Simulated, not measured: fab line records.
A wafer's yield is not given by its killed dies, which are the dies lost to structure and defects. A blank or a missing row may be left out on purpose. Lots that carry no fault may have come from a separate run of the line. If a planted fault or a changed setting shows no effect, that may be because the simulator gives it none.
Split-lot trial -- flow n5-finfet -- route with 1938 steps; 7 lots, 39 wafers read

== ABOUT THE SPLIT ==
At N5_BEOL_M5_DEP_56 (deposits SiCN from 3MS/NH3, target thk 8 nm, time 14 s), the setting target-thk-a was moved away from the recipe's 80 angstrom on 6 of the 39 wafers read, by +24.6% to +28.5%. This setting was run at the recipe's value on the other wafers.

The reading is taken at the split's own step.

== THE READING ==
SiCN_of_BEOL_M5_DEP_56.thk-nm (the simulator's own value, which no gauge read), in nm, at N5_BEOL_M5_DEP_56 (deposits SiCN from 3MS/NH3, target thk 8 nm, time 14 s). There is no usual value for it anywhere in the file. Across the 33 wafers here that went through the recipe, the average is 8.0 nm and the standard deviation 0.12 nm.

wafer,"tool, chamber at the split","target-thk-a as run, angstrom",against the recipe,"SiCN_of_BEOL_M5_DEP_56.thk-nm, nm",against lot-mates on the recipe
L079.1,"pecvd-02, 2,1,0,2",80,recipe,8,-
L079.2,"pecvd-02, 2,1,0,2",80,recipe,8,-
L079.3,"pecvd-02, 2,1,0,2",80,recipe,8,-
L079.4,"pecvd-02, 2,1,0,2",80,recipe,8,-
L079.5,"pecvd-02, 1,0",80,recipe,8.2,-
L079.6,"pecvd-02, 1,0",80,recipe,8.2,-
L085.1,"pecvd-01, 2",80,recipe,7.8,-
L085.2,"pecvd-01, 1,0",99.71,+24.6%,9.8,+1.9
L085.3,"pecvd-01, 1,0",99.71,+24.6%,9.8,+1.9
L085.4,"pecvd-01, 2",99.71,+24.6%,10,+2.1
L085.5,"pecvd-01, 1,0",80,recipe,8,-
L085.6,"pecvd-01, 1,0",80,recipe,8,-
L088.1,"pecvd-02, 2,0,1,2",80,recipe,8,-
L088.2,"pecvd-02, 2,0,1,2",80,recipe,8,-
L088.3,"pecvd-02, 2,0,1,2",80,recipe,8,-
L088.6,"pecvd-02, 2,0,1,2",80,recipe,8,-
L088.4,"pecvd-02, 1,0",80,recipe,8.2,-
L088.5,"pecvd-02, 1,0",80,recipe,8.2,-
L089.1,"pecvd-01, 0,2,2,0",80,recipe,8,-
L089.2,"pecvd-01, 0,2,2,0",80,recipe,8,-
L089.5,"pecvd-01, 0,2,2,0",80,recipe,8,-
L089.6,"pecvd-01, 0,2,2,0",80,recipe,8,-
L089.3,"pecvd-01, 1",80,recipe,7.8,-
L089.4,"pecvd-01, 1",80,recipe,7.8,-
L094.1,"pecvd-02, 1,0",80,recipe,7.8,-
L094.5,"pecvd-02, 1,0",80,recipe,7.8,-
L094.2,"pecvd-02, 2",102.8,+28.5%,10.2,+2.3
L094.6,"pecvd-02, 2",102.8,+28.5%,10.2,+2.3
L094.3,"pecvd-02, 0",102.8,+28.5%,10,+2.1
L094.4,"pecvd-02, 1",80,recipe,8,-
L097.1,"pecvd-02, 0,1,2",80,recipe,7.8,-
L097.2,"pecvd-02, 0,1,2",80,recipe,7.8,-
L097.3,"pecvd-02, 0,1,2",80,recipe,7.8,-
L097.4,"pecvd-02, 1,0,2",80,recipe,8,-
L097.5,"pecvd-02, 1,0,2",80,recipe,8,-
L097.6,"pecvd-02, 1,0,2",80,recipe,8,-
L096.4,"pecvd-01, 0,1",80,recipe,8,-
L096.5,"pecvd-01, 0,1",80,recipe,8,-
L096.6,"pecvd-01, 2",80,recipe,8.2,-
Where a row lists several chambers, the file gives one row for several wafers and doesn't say which wafer went through which chamber.

THE FIT
A straight line over all 39 wafers: SiCN_of_BEOL_M5_DEP_56.thk-nm changes by +0.0759 nm for each +1% of target-thk-a; r = +0.99; the points scatter about the line by 0.12 nm.
The same after taking each lot's own level away (the mean of its wafers on the recipe; 39 wafers): +0.0791 nm for each +1%; r = +0.99; scatter 0.098 nm.
Per that fit: largest target-thk-a move, reading shift of 2.3 nm.
From 7.87 to 8.07 nm: that is the span of the lots' own levels, equal to 1.6 times the standard deviation above.
The two slopes are in agreement: the lot-to-lot level therefore moves the slope only a little.
Check: with one of the wafers moved furthest among these (+28.5%) left out of the fit, the line predicts +2.23 nm for it against its lot-mates. Against them it came out at +2.33 nm.

== ADDITIONAL SPLITS CARRIED BY THESE WAFERS ==
Other splits were also applied to these wafers ahead of the reading. Each is held against what the fit with the lots' levels taken away leaves over:
other split on the same wafers,wafers away from the commonest value,r with SiCN_of_BEOL_M5_DEP_56.thk-nm (lot level and that fit taken away)
N5_FIN_SAQP_ETCH_65 time-s,12,-0.05
N5_STI_FIN_REVEAL_ETCHBACK_08 time-s,12,+0.01
N5_HKMG_FIN_ALD_72 ald-cycles,15,-0.08
N5_BEOL_M1_ETCH_64 time-s,15,+0.16
N5_BEOL_M3_PECVD_72 time-s,12,-0.22
N5_BEOL_M4_DESCUM_33 time-s,15,+0.16

== THE FILE'S OWN FIT ==
SiCN_of_BEOL_M5_DEP_56.thk-nm changes by +0.0791 nm for each +1% of target-thk-a, r = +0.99.
